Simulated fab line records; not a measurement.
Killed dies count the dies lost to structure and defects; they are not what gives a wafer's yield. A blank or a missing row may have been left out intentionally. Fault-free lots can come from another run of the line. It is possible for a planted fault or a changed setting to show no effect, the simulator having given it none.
Lot-split experiment || flow n5-finfet || 21 wafers read from 7 lots, route of 1938 steps

THE SPLIT
At N5_BEOL_M10_COAT_64 (time 60 s, resist thk 30 nm), the setting spin-rpm was moved away from the recipe's 1500 rpm on 13 of the 21 wafers read, by -10.1% to +7.9%. For the rest of the wafers, this setting stayed at what the recipe calls for.

FROM THE SPLIT TO THE READING: what the file shows between them, 3 steps
- N5_BEOL_M10_COAT_22: resist thk 90 nm
- N5_BEOL_M10_EBR_24
- N5_BEOL_M10_DESCUM_33: chemistry O2, time 7.9 s

THE READING
etch.depth-nm (the simulator's own value, which no gauge read), in nm, at N5_BEOL_M10_ETCH_65 (etches SiARC in CF4, target depth 39 nm, time 65 s). The file gives no usual value for it. Here, 8 wafers ran the recipe; their average is 29.96 nm with a standard deviation of 0.032 nm.

{"wafer": "L075.2", "tool, chamber at the split": "litho-track-01, 0", "spin-rpm as run, rpm": 1348, "against the recipe": "-10.1%", "etch.depth-nm, nm": 31.68, "against lot-mates on the recipe": "no lot-mate on the recipe"}
{"wafer": "L075.3", "tool, chamber at the split": "litho-track-01, 0", "spin-rpm as run, rpm": 1348, "against the recipe": "-10.1%", "etch.depth-nm, nm": 31.72, "against lot-mates on the recipe": "no lot-mate on the recipe"}
{"wafer": "L075.5", "tool, chamber at the split": "litho-track-01, 0", "spin-rpm as run, rpm": 1348, "against the recipe": "-10.1%", "etch.depth-nm, nm": 31.83, "against lot-mates on the recipe": "no lot-mate on the recipe"}
{"wafer": "L074.3", "tool, chamber at the split": "litho-track-02, 0", "spin-rpm as run, rpm": 1500, "against the recipe": "recipe", "etch.depth-nm, nm": 29.98, "against lot-mates on the recipe": "-"}
{"wafer": "L074.4", "tool, chamber at the split": "litho-track-02, 0", "spin-rpm as run, rpm": 1500, "against the recipe": "recipe", "etch.depth-nm, nm": 30.01, "against lot-mates on the recipe": "-"}
{"wafer": "L074.6", "tool, chamber at the split": "litho-track-02, 0", "spin-rpm as run, rpm": 1619, "against the recipe": "+7.9%", "etch.depth-nm, nm": 28.89, "against lot-mates on the recipe": -1.11}
{"wafer": "L086.2", "tool, chamber at the split": "litho-track-01, 0", "spin-rpm as run, rpm": 1611, "against the recipe": "+7.4%", "etch.depth-nm, nm": 28.77, "against lot-mates on the recipe": "no lot-mate on the recipe"}
{"wafer": "L086.5", "tool, chamber at the split": "litho-track-01, 0", "spin-rpm as run, rpm": 1611, "against the recipe": "+7.4%", "etch.depth-nm, nm": 28.86, "against lot-mates on the recipe": "no lot-mate on the recipe"}
{"wafer": "L086.6", "tool, chamber at the split": "litho-track-01, 0", "spin-rpm as run, rpm": 1611, "against the recipe": "+7.4%", "etch.depth-nm, nm": 28.82, "against lot-mates on the recipe": "no lot-mate on the recipe"}
{"wafer": "L088.1", "tool, chamber at the split": "litho-track-05, 0", "spin-rpm as run, rpm": 1572, "against the recipe": "+4.8%", "etch.depth-nm, nm": 29.28, "against lot-mates on the recipe": -0.67}
{"wafer": "L088.3", "tool, chamber at the split": "litho-track-05, 0", "spin-rpm as run, rpm": 1500, "against the recipe": "recipe", "etch.depth-nm, nm": 29.93, "against lot-mates on the recipe": "-"}
{"wafer": "L088.5", "tool, chamber at the split": "litho-track-05, 0", "spin-rpm as run, rpm": 1500, "against the recipe": "recipe", "etch.depth-nm, nm": 29.97, "against lot-mates on the recipe": "-"}
{"wafer": "L089.1", "tool, chamber at the split": "litho-track-05, 0", "spin-rpm as run, rpm": 1425, "against the recipe": "-5.0%", "etch.depth-nm, nm": 30.98, "against lot-mates on the recipe": "no lot-mate on the recipe"}
{"wafer": "L089.3", "tool, chamber at the split": "litho-track-05, 0", "spin-rpm as run, rpm": 1425, "against the recipe": "-5.0%", "etch.depth-nm, nm": 30.89, "against lot-mates on the recipe": "no lot-mate on the recipe"}
{"wafer": "L089.4", "tool, chamber at the split": "litho-track-05, 0", "spin-rpm as run, rpm": 1425, "against the recipe": "-5.0%", "etch.depth-nm, nm": 30.78, "against lot-mates on the recipe": "no lot-mate on the recipe"}
{"wafer": "L092.1", "tool, chamber at the split": "litho-track-01, 0", "spin-rpm as run, rpm": 1500, "against the recipe": "recipe", "etch.depth-nm, nm": 29.95, "against lot-mates on the recipe": "-"}
{"wafer": "L092.4", "tool, chamber at the split": "litho-track-01, 0", "spin-rpm as run, rpm": 1500, "against the recipe": "recipe", "etch.depth-nm, nm": 29.92, "against lot-mates on the recipe": "-"}
{"wafer": "L092.6", "tool, chamber at the split": "litho-track-01, 0", "spin-rpm as run, rpm": 1500, "against the recipe": "recipe", "etch.depth-nm, nm": 29.99, "against lot-mates on the recipe": "-"}
{"wafer": "L097.1", "tool, chamber at the split": "litho-track-02, 0", "spin-rpm as run, rpm": 1360, "against the recipe": "-9.3%", "etch.depth-nm, nm": 31.37, "against lot-mates on the recipe": "+1.45"}
{"wafer": "L097.3", "tool, chamber at the split": "litho-track-02, 0", "spin-rpm as run, rpm": 1360, "against the recipe": "-9.3%", "etch.depth-nm, nm": 31.43, "against lot-mates on the recipe": "+1.51"}
{"wafer": "L097.4", "tool, chamber at the split": "litho-track-02, 0", "spin-rpm as run, rpm": 1500, "against the recipe": "recipe", "etch.depth-nm, nm": 29.92, "against lot-mates on the recipe": "-"}

FIT RESULTS
A straight line over all 21 wafers: etch.depth-nm changes by -0.162 nm for each +1% of spin-rpm; r = -1.00; the points scatter about the line by 0.093 nm.
The same after taking each lot's own level away (the mean of its wafers on the recipe; 12 wafers): -0.152 nm for each +1%; r = -1.00; scatter 0.045 nm.
According to that fit, moving spin-rpm by its largest amount changes the reading by 1.5 nm.
Measured against the standard deviation above, the lots' own levels, which go from 29.920 to 29.995 nm, span 2.4 times it.
Hence the lot-to-lot level has little effect on the slope; both slopes agree.
Check: with one of the wafers moved furthest among these (-9.3%) left out of the fit, the line predicts +1.43 nm for it against its lot-mates. Against them it came out at +1.45 nm.

THE WHOLE CHAIN: every reading that the file lists as answering this split, in the file's order
{"step": "N5_BEOL_M10_COAT_64", "what it does": "time 60 s, resist thk 30 nm", "reading": "SiARC_of_BEOL_M10_COAT_64.thk-nm (the simulator's own value, which no gauge read)", "change (the file's fit)": "-0.153 nm for each +1% of the setting", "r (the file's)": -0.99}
{"step": "N5_BEOL_M10_ETCH_65", "what it does": "etches SiARC in CF4, target depth 39 nm, time 65 s", "reading": "CAR-ArF_of_BEOL_M10_COAT_22.thk-nm (the simulator's own value, which no gauge read)", "change (the file's fit)": "+0.144 nm for each +1% of the setting", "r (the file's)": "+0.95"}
{"step": "N5_BEOL_M10_ETCH_65", "what it does": "etches SiARC in CF4, target depth 39 nm, time 65 s", "reading": "etch.depth-nm (the simulator's own value, which no gauge read)", "change (the file's fit)": "-0.149 nm for each +1% of the setting", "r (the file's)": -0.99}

THE FILE'S OWN FIT
etch.depth-nm changes by -0.149 nm for each +1% of spin-rpm, r = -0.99.
